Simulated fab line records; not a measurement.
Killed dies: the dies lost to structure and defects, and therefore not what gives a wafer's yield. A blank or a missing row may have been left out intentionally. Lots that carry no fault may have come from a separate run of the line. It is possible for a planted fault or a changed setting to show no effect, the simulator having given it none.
The same fault as seen by 3 desks | flow nand_harc | only its own numbers are on each desk; what lay behind them is given at the end

AT THE TOOL OWNER'S DESK: pecvd-02
The tool's own readings at NHARC_A_CONTACT_DEP_85 (deposits SiON, target thk 60 nm): means of the sampled wafers that have a number, for each lot that ran on this tool. Any lot whose mean is over 4 standard deviations away from the usual mean is out of limits and marked OUT; that distance is given in the brackets.
Columns: A = heater_power_w at NHARC_A_CONTACT_DEP_85, usual 785 W
lot  | first seen here | A
L121 | day 23 17:50    | 785
L123 | day 24 17:43    | 866
L126 | day 26 05:50    | 754
L129 | day 27 14:08    | 754
L137 | day 30 13:27    | 816
L138 | day 31 01:37    | 808
L139 | day 31 05:50    | 884
L140 | day 31 14:24    | 774
This desk found nothing out of limits on any of the 8 lots.

THE DEFECT DESK
For each lot, the counts of the inspections along the route, averaged over the sampled wafers that have a number. Any lot whose mean is over 4 standard deviations away from the usual mean is out of limits and marked OUT; that distance is given in the brackets.
Columns: A = raw_defect_count at NHARC_A_CONTACT_INSPECT_10, usual 78
lot  | first seen here | A
L117 | day 22 11:55    | 101
L119 | day 22 17:38    | 22
L121 | day 23 18:31    | 108
L123 | day 24 18:34    | 76
L122 | day 24 20:17    | 61
L126 | day 26 06:30    | 542 (+14) OUT
L129 | day 27 14:59    | 519 (+14) OUT
L136 | day 30 09:58    | 41
L137 | day 30 14:15    | 71
L138 | day 31 02:16    | 33
L139 | day 31 06:39    | 103
L140 | day 31 15:07    | 64
This desk finds L126, L129 out of limits, L126 being first, at day 26 06:30 (raw_defect_count at NHARC_A_CONTACT_INSPECT_10). In limits: L117, L119, L121, L123, L122, L136, L137, L138, L139, L140.

METROLOGY DESK
What the gauges read for every lot (on any tool): the sampled wafers with a number, averaged. Any lot whose mean is over 4 standard deviations away from the usual mean is out of limits and marked OUT; that distance is given in the brackets.
Columns: A = overlay_x_nm at NHARC_A_CONTACT_OVL_MEAS_09, usual -0.2 nm; B = overlay_y_nm at NHARC_A_CONTACT_OVL_MEAS_09, usual -0.1 nm
lot  | first seen here | A    | B
L117 | day 22 11:52    | -1.4 | -0.4
L119 | day 22 17:36    | 0.0  | -0.9
L121 | day 23 18:29    | -0.2 | 0.1
L123 | day 24 18:32    | -0.0 | -0.4
L122 | day 24 20:16    | 0.2  | 0.0
L126 | day 26 06:28    | -0.4 | 0.0
L129 | day 27 14:57    | -1.6 | -0.7
L136 | day 30 09:56    | 0.5  | -0.9
L137 | day 30 14:13    | 0.4  | 1.2
L138 | day 31 02:14    | 0.5  | -0.8
L139 | day 31 06:37    | -0.2 | 1.1
L140 | day 31 15:05    | 2.3  | -0.2
This desk found nothing out of limits on any of the 12 lots.

TAKEN TOGETHER
The defect desk could have raised an alarm at day 26 06:30, on L126, L129.
The tool owner's desk saw nothing out of limits.
At the metrology desk, nothing out of limits was observed.
On record at the tool owner's desk: L126, L129, within its limits.
The metrology desk has L126, L129 on record, within its limits.
On pecvd-02, each named lot ran NHARC_A_CONTACT_DEP_85.

WHAT HAD BEEN PUT IN BY THE SIMULATOR
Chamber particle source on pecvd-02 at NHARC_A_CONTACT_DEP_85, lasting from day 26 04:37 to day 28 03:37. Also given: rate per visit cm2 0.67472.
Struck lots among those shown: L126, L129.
Hours from the fault's start to each desk's first reading out of limits: the defect desk, 2.
